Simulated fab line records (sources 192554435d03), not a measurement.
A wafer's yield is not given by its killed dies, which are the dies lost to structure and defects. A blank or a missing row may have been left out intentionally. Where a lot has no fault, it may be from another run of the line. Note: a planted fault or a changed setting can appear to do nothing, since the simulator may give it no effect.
3 desks, one fault || flow n5 finfet || each desk holds nothing but its own numbers, with what lay behind them at the end

## AT THE METROLOGY DESK
What the gauges read, lot by lot, whatever tool the lot ran on: means of the sampled wafers that have a number. If a lot's mean is further than 4 standard deviations from the usual mean, the lot is out of limits and carries the mark OUT (the distance appears in the brackets). Only the readings that lie furthest out on some lot appear, 7 of the 12 it has.
Columns: A = cd nm at N5_BEOL_M1_CD_MEAS_18, usual 18.0 nm; B = DIBL_N at N5_BEOL_M4_RC_MEAS_101, usual 36.4 mV/V; C = DIBL_P at N5_BEOL_M4_RC_MEAS_101, usual 36.6 mV/V; D = IOFF_N at N5_BEOL_M4_RC_MEAS_101, usual 0.155 nA/um; E = IOFF_P at N5_BEOL_M4_RC_MEAS_101, usual 0.211 nA/um; F = VT_N at N5_BEOL_M4_RC_MEAS_101, usual 250.1 mV; G = VT_P at N5_BEOL_M4_RC_MEAS_101, usual -250.1 mV
{"lot": "L561", "first seen here": "day 7 13:29", "A": 18.0, "B": 34.0, "C": 34.2, "D": 0.127, "E": 0.209, "F": 253.8, "G": -249.1}
{"lot": "L567", "first seen here": "day 9 03:59", "A": 17.9, "B": 37.2, "C": 36.8, "D": 0.158, "E": 0.200, "F": 252.3, "G": -251.1}
{"lot": "L568", "first seen here": "day 9 09:24", "A": 17.9, "B": 36.8, "C": 35.3, "D": 0.163, "E": 0.239, "F": 247.9, "G": -245.0}
{"lot": "L569", "first seen here": "day 9 11:50", "A": 17.8, "B": 36.7, "C": 34.9, "D": 0.138, "E": 0.187, "F": 251.7, "G": -252.9}
{"lot": "L573", "first seen here": "day 10 03:50", "A": 18.2, "B": 39.4, "C": 39.6, "D": 0.201, "E": 0.257, "F": 246.9, "G": -248.9}
{"lot": "L572", "first seen here": "day 10 10:34", "A": 18.1, "B": 36.8, "C": 36.3, "D": 0.143, "E": 0.218, "F": 252.2, "G": -249.0}
{"lot": "L574", "first seen here": "day 10 17:05", "A": 18.6, "B": 35.8, "C": 38.0, "D": 0.166, "E": 0.223, "F": 249.5, "G": -249.0}
This desk found nothing out of limits on any of the 7 lots.

## THE DEFECT DESK
For each lot, the counts of the inspections along the route, averaged over the sampled wafers that have a number. If a lot's mean is further than 4 standard deviations from the usual mean, the lot is out of limits and carries the mark OUT (the distance appears in the brackets).
Columns: A = raw defect count at N5_BEOL_M1_INSPECT_13, usual 369
{"lot": "L561", "first seen here": "day 7 13:32", "A": 413}
{"lot": "L567", "first seen here": "day 9 04:02", "A": 362}
{"lot": "L568", "first seen here": "day 9 09:28", "A": 528}
{"lot": "L569", "first seen here": "day 9 11:54", "A": 288}
{"lot": "L573", "first seen here": "day 10 03:53", "A": 352}
{"lot": "L572", "first seen here": "day 10 10:38", "A": 265}
{"lot": "L574", "first seen here": "day 10 17:08", "A": 437}
This desk found nothing out of limits on any of the 7 lots.

## FOR THE TOOL OWNER'S DESK: litho track-04
The tool's own readings at N5_BEOL_M1_COAT_67 (time 60 s, resist thk 60 nm): means of the sampled wafers that have a number, for each lot that ran on this tool. If a lot's mean is further than 4 standard deviations from the usual mean, the lot is out of limits and carries the mark OUT (the distance appears in the brackets).
Columns: A = heater power total W at N5_BEOL_M1_COAT_67, usual 500.2 W; B = plate temp C at N5_BEOL_M1_COAT_67, usual 249.97 C; C = resist line temp C at N5_BEOL_M1_COAT_67, usual 23.00 C
{"lot": "L567", "first seen here": "day 9 04:38", "A": 499.2, "B": 249.86, "C": 22.97}
{"lot": "L568", "first seen here": "day 9 09:58", "A": "471.3 (-16) OUT", "B": "238.40 (-61) OUT", "C": 23.01}
{"lot": "L569", "first seen here": "day 9 12:24", "A": "470.5 (-16) OUT", "B": "238.00 (-63) OUT", "C": 23.10}
{"lot": "L572", "first seen here": "day 10 11:09", "A": "472.9 (-15) OUT", "B": "238.43 (-61) OUT", "C": 22.96}
This desk finds L568, L569, L572 out of limits, L568 being first, at day 9 09:58 (heater power total W at N5_BEOL_M1_COAT_67). L567: within limits.

## TAKEN TOGETHER
An alarm could have come from the tool owner's desk at day 9 09:58, on L568, L569, L572.
Nothing out of limits was seen by the metrology desk.
Nothing out of limits was seen by the defect desk.
The metrology desk has L568, L569, L572 on record, within its limits.
The defect desk has L568, L569, L572 on record, within its limits.
The lots listed all ran N5_BEOL_M1_COAT_67 on litho track-04.

## WHAT THE SIMULATOR PUT IN
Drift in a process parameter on litho track-04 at N5_BEOL_M1_COAT_67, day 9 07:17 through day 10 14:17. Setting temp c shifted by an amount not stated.
Lots struck among those shown: L568, L569, L572.
Each desk's first reading out of limits, in hours after the fault started: the tool owner's desk, 3.
